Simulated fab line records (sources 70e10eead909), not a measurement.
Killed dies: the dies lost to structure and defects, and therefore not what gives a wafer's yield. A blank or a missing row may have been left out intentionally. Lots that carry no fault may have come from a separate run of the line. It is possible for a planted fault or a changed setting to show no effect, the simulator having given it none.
Struck lot and sound lot, side by side + flow nand_harc + 24 out of 1302 route steps
Sound: wafers L293.1, L293.2, L293.5. Wafers struck: L307.1, L307.2, L307.4. At the end, the cause is stated.
For every step that has rows: the tool of each side, followed by ch and its chambers, followed by its first start. Under that, the readings that differ: sound wafers + struck wafers + difference of the means + sigmas: that difference in standard deviations of wafers without a fault.
alike: readings with means less than 2 such deviations apart, plus words and numbers identical on both sides. not compared: withheld readings, readings lacking a value on some wafer, bounds such as >300 that could conceal the same value, and numbers that have no deviation in the record and whose values overlap.
The two part at a step that has a row with sigmas, a row that says differs or no value, or rows on one side only. Non-overlapping numbers with no deviation appear without sigmas and do not part them. A reading that every wafer of one side lacks parts them only if that side has two wafers or more.

first, 1 step without rows for these wafers: NHARC_P_M0_SRD_25.
NHARC_P_M0_INSPECT_27:
  sound on defect_inspect-02 at day 8 06:16; struck on defect_inspect-02 at day 14 03:27
  alike: raw_defect_count
NHARC_P_M0_PRE_CLEAN_31: time 12 s.
  sound on pecvd-02 ch 0,1, day 8 06:20; struck on pecvd-03 ch 0,2, day 14 03:31
  alike: heater_power_w
NHARC_P_M0_DEP_32: deposits SiCN, target thk 30 nm.
  sound on pecvd-02 ch 0,1, day 8 06:27; struck on pecvd-03 ch 0,2, day 14 03:36
  alike: heater_power_w
then, 7 steps without rows for these wafers: NHARC_P_M1_DEP_00 (deposits SiOC, target thk 182.5 nm); NHARC_P_M1_DEHYDRATE_01 (time 120 s); NHARC_P_M1_HMDS_02 (time 30 s); NHARC_P_M1_COAT_34 (time 65 s); NHARC_P_M1_COAT_03 (resist thk 90 nm); NHARC_P_M1_SOFTBAKE_04 (time 55 s); NHARC_P_M1_EBR_05.
NHARC_P_M1_EXPOSE_06: exposes mask P M1, target cd 130 nm.
  sound on arfi_scanner-03 ch 0, day 8 07:22; struck on arfi_scanner-03 ch 0, day 14 04:43
| reading              | sound             | struck               | difference | sigmas      |
|----------------------|-------------------|----------------------|------------|-------------|
| exposure_dose_mJ_cm2 | 81.86 81.86 81.84 | 108.68 108.62 108.61 | +26.78     | +99 or more |
  alike: mask
then, 2 steps without rows for these wafers: NHARC_P_M1_PEB_07 (peb time 65 s); NHARC_P_M1_DEVELOP_08 (develop time 35 s).
NHARC_P_M1_CD_MEAS_09: the cd target is 130 nm.
  sound on cd_sem-01 ch 0, day 8 07:30; struck on cd_sem-03 ch 0
| reading    | sound             | struck            | difference | sigmas |
|------------|-------------------|-------------------|------------|--------|
| cd_nm (nm) | 129.2 129.4 129.2 | 145.6 146.6 147.7 | +17.4      | +23    |
  not compared: hold
NHARC_P_M1_OVL_MEAS_10: pitch 260 nm.
  sound on overlay-01 at day 8 07:35; struck on overlay-01 at day 14 08:46
| reading | sound | struck                                                                     | difference                   | sigmas |
|---------|-------|----------------------------------------------------------------------------|------------------------------|--------|
| hold    | - - - | await_dispo/3.6h/release await_dispo/3.6h/release await_dispo/3.6h/release | no value on the sound wafers |        |
  alike: overlay_x_nm, overlay_y_nm
NHARC_P_M1_INSPECT_11:
  sound on defect_inspect-02 at day 8 07:38; struck on defect_inspect-01 at day 14 08:48
  alike: raw_defect_count
NHARC_P_M1_DESCUM_14: chemistry O2, time 3 s.
  sound on rie_diel-12 ch 1,3, day 8 07:41; struck on rie_diel-12 ch 0,1,3, day 14 08:52
| reading               | sound             | struck            | difference | sigmas |
|-----------------------|-------------------|-------------------|------------|--------|
| model.P_M1.cd_nm (nm) | 130.7 128.7 130.5 | 145.8 146.5 148.6 | +17.0      |        |
  alike: drypump_motor_current_A, oes_product_au, rf_vpp_V, showerhead_plenum_p_Torr, throttle_valve_pct
  not compared: rf_hours_counter_h
NHARC_P_M1_ETCH_35: etches the open film in N2/H2, target depth 40 nm, overetch 12 nm, time 43.94 s.
  sound on rie_diel-12 ch 0,1,2, day 8 07:47; struck on rie_diel-12 ch 0,1,2, day 14 08:57
  alike: drypump_motor_current_A, oes_product_au, rf_vpp_V, showerhead_plenum_p_Torr, throttle_valve_pct
  not compared: rf_hours_counter_h
NHARC_P_M1_ETCH_15: etches the open film in C4F8/Ar, target depth 182.5 nm, time 91.2 s.
  sound: rie_diel-12 ch 1,3; struck: rie_diel-12 ch 1,2,3
  alike: oes_product_au, rf_vpp_V
  not compared: rf_hours_counter_h
NHARC_P_M1_CD_MEAS_16:
  sound on cd_sem-02 at day 8 07:59; struck on cd_sem-01 at day 14 09:26
| reading    | sound             | struck            | difference | sigmas |
|------------|-------------------|-------------------|------------|--------|
| cd_nm (nm) | 130.5 128.5 130.2 | 144.8 146.5 149.2 | +17.1      | +16    |
  not compared: hold
NHARC_P_M1_STRIP_18: strips in N2/H2.
  sound on rie_diel-01 ch 1,2, day 8 08:05; struck on rie_diel-01 ch 1,3, day 14 15:12
| reading | sound | struck                                                                     | difference                   | sigmas |
|---------|-------|----------------------------------------------------------------------------|------------------------------|--------|
| hold    | - - - | await_dispo/5.7h/release await_dispo/5.7h/release await_dispo/5.7h/release | no value on the sound wafers |        |
  alike: drypump_motor_current_A, oes_product_au, rf_vpp_V, showerhead_plenum_p_Torr, throttle_valve_pct
  not compared: rf_hours_counter_h
NHARC_P_M1_ETCH_28: etches the open film in CF4/N2, target depth 30 nm, time 72.99 s.
  sound: rie_diel-01 ch 0,1,3; struck: rie_diel-01 ch 0,1,3
| reading               | sound           | struck            | difference | sigmas |
|-----------------------|-----------------|-------------------|------------|--------|
| model.P_M1.cd_nm (nm) | 130 127.9 129.1 | 145.6 146.5 148.7 | +17.9      |        |
  alike: drypump_motor_current_A, oes_product_au, rf_vpp_V, showerhead_plenum_p_Torr, throttle_valve_pct
  not compared: rf_hours_counter_h
then, 1 step without rows for these wafers: NHARC_P_M1_STRIP_19 (strips in post etch residue remover, time 600 s).

== WHERE THEY PART ==
Earliest at NHARC_P_M1_EXPOSE_06; latest, in this record, at NHARC_P_M1_STRIP_18. Later steps at which nothing parts them and some readings are alike: NHARC_P_M1_ETCH_28.

WHY: the cause the simulator had injected
Process parameter drift: arfi_scanner-03, from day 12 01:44 on, at NHARC_P_M1_EXPOSE_06. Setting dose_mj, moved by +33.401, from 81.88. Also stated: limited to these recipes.
